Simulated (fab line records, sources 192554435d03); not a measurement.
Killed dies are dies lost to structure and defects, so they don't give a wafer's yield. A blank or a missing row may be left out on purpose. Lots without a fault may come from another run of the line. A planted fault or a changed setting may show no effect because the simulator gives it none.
A struck lot beside a sound one | flow n5_finfet | 26 steps out of a route of 1938
Sound: wafers L318.2, L318.5, L318.6. Struck: wafer L333.4. (L333.3 of the same lot was not struck and is left out.) The cause comes at the end.
At each step with rows: each side's tool, then ch and its chambers, then its first start. Under that, the readings that differ: sound wafers | struck wafers | difference of the means | sigmas: that difference in standard deviations of wafers without a fault.
alike: readings whose means differ by less than 2 such deviations, and words and numbers that are the same on both sides. not compared: withheld readings, readings that some wafer has no value for, bounds like >300 that may hide the same value, and numbers for which the record gives no deviation and whose values overlap.
The two part at a step that has a row with sigmas, a row that says differs or no value, or rows on one side only. Numbers that don't overlap but have no deviation are shown without sigmas and don't part them. A reading that every wafer of one side lacks parts them only if that side has two wafers or more.

first, 1 step without rows for these wafers: N5_BEOL_M0_WET_ETCH_106 (etches SiO2 in DHF, target depth 130 nm, rinse time 30 s).
N5_BEOL_M0_ETCH_128: etches SiCN in CF4/N2, target depth 12 nm, overetch 5.1 nm, time 21.4 s.
  sound on rie_diel-04 ch 2,3, day 7 03:42; struck on rie_diel-04 ch 0, day 10 14:15
  reading                     | sound          | struck | difference | sigmas
  drypump_motor_current_A (A) | 5.2 5.2 5.1    | 6.1    | +0.9       | +2
  oes_product_au (a.u.)       | 0.49 0.48 0.50 | 0.63   | +0.14      | +2
  alike: rf_vpp_V, showerhead_plenum_p_Torr, throttle_valve_pct
  not compared: rf_hours_counter_h
then, 2 steps without rows for these wafers: N5_BEOL_M0_TRENCH_ETCH_107 (etches SiOC in C4F6/O2, target depth 32.8 nm, time 16.4 s); N5_BEOL_M0_STRIP_142 (strips in N2/H2, time 10 s).
N5_BEOL_M0_OCD_MEAS_108:
  sound on ocd-01, day 7 03:50; struck on ocd-02, day 10 14:23
  alike: trench_depth_nm
then, 7 steps without rows for these wafers: N5_BEOL_M0_HM_STRIP_129 (strips TiN in peroxide tin strip, target depth 17 nm, time 108 s); N5_BEOL_M0_SRD_130 (time 30 s); N5_BEOL_M0_ETCH_109 (etches SiCN in CH3F/O2, target depth 8 nm, overetch 2.4 nm, time 27.4 s); N5_BEOL_M0_STRIP_139 (strips in post etch residue remover, time 60 s); N5_BEOL_M0_SRD_111 (time 30 s); N5_BEOL_M0_DEGAS_112 (time 60 s); N5_BEOL_M0_PRE_CLEAN_113 (time 30 s).
N5_BEOL_M0_ALD_136: deposits TaN, pulse time 2 s, purge time 3 s, co reactant purge time 2 s.
  sound on ald_metal-03 ch 0,2,3, day 7 05:14; struck on ald_metal-03 ch 2, day 10 14:59
  reading    | sound    | struck | difference | sigmas
  ald_cycles | 30 30 30 | 25     | -5         |
  alike: heater_power_w, mfc_carrier_sccm
  not compared: susceptor_temp_C, model.TaN_of_BEOL_M0_ALD_136.thk_nm
N5_BEOL_M0_SURFACE_TREAT_137:
  sound on pvd_sputter-03, day 7 06:37; struck on pvd_sputter-01, day 10 15:13
  not compared: throttle_valve_pct
then, 2 steps without rows for these wafers: N5_BEOL_M0_CVD_115 (deposits Co from CCTBA/H2, time 120 s); N5_BEOL_M0_SPUTTER_116 (material Cu, target thk 4 nm, time 7.37 s).
N5_BEOL_M0_ANNEAL_117: time 60 s.
  sound on pvd_sputter-03, day 7 06:59; struck on pvd_sputter-01, day 10 15:27
  alike: heater_power_w, susceptor_temp_C, susceptor_temp_C_max
then, 2 steps without rows for these wafers: N5_BEOL_M0_SPUTTER_132 (material Cu, target thk 4 nm, time 7.37 s); N5_BEOL_M0_ANNEAL_133 (time 60 s).
N5_BEOL_M0_SPUTTER_134: material Cu, target thk 4 nm, time 7.37 s.
  sound on pvd_sputter-03, day 7 07:09; struck on pvd_sputter-01, day 10 15:37
  alike: chamber_pressure_pa, susceptor_temp_C, throttle_valve_pct
then, 1 step without rows for these wafers: N5_BEOL_M0_ANNEAL_135 (time 60 s).
N5_BEOL_M0_SPUTTER_141: material Cu, target thk 4 nm, time 7.37 s.
  sound on pvd_sputter-03, day 7 07:16; struck on pvd_sputter-01, day 10 15:44
  alike: chamber_pressure_pa, susceptor_temp_C, throttle_valve_pct
then, 2 steps without rows for these wafers: N5_BEOL_M0_ECD_118 (material Cu, target thk 300 nm); N5_BEOL_M0_ANNEAL_119 (time 90 s).
N5_BEOL_M0_CMP_120: polishes, stops on SiOC, t overpolish 6.9 s.
  sound on cmp-04 ch 1,2, day 7 07:46; struck on cmp-04 ch 1, day 10 16:20
  alike: barrier_field_endpoint_s, motor_current_A
-- the record jumps here: 7 days lie between the struck wafers' starts before and after (it left off in module BEOL_M0 and takes up again in module BEOL_M4, whose first step shown is number 1111 of the route) --
N5_BEOL_M4_RC_MEAS_101:
  sound on prober-01 ch 0, day 11 10:23; struck on prober-02 ch 0, day 17 06:22
  alike: DIBL_N, DIBL_P, IOFF_N, IOFF_P, ION_N, ION_P, SS_N, SS_P, VT_N, VT_P

WHERE THEY PART
Only at N5_BEOL_M0_ETCH_128, within this record. Later steps at which nothing parts them and some readings are alike: N5_BEOL_M0_OCD_MEAS_108, N5_BEOL_M0_ALD_136, N5_BEOL_M0_ANNEAL_117, N5_BEOL_M0_SPUTTER_134, N5_BEOL_M0_SPUTTER_141, N5_BEOL_M0_CMP_120, N5_BEOL_M4_RC_MEAS_101.

WHY: what the simulator had put in
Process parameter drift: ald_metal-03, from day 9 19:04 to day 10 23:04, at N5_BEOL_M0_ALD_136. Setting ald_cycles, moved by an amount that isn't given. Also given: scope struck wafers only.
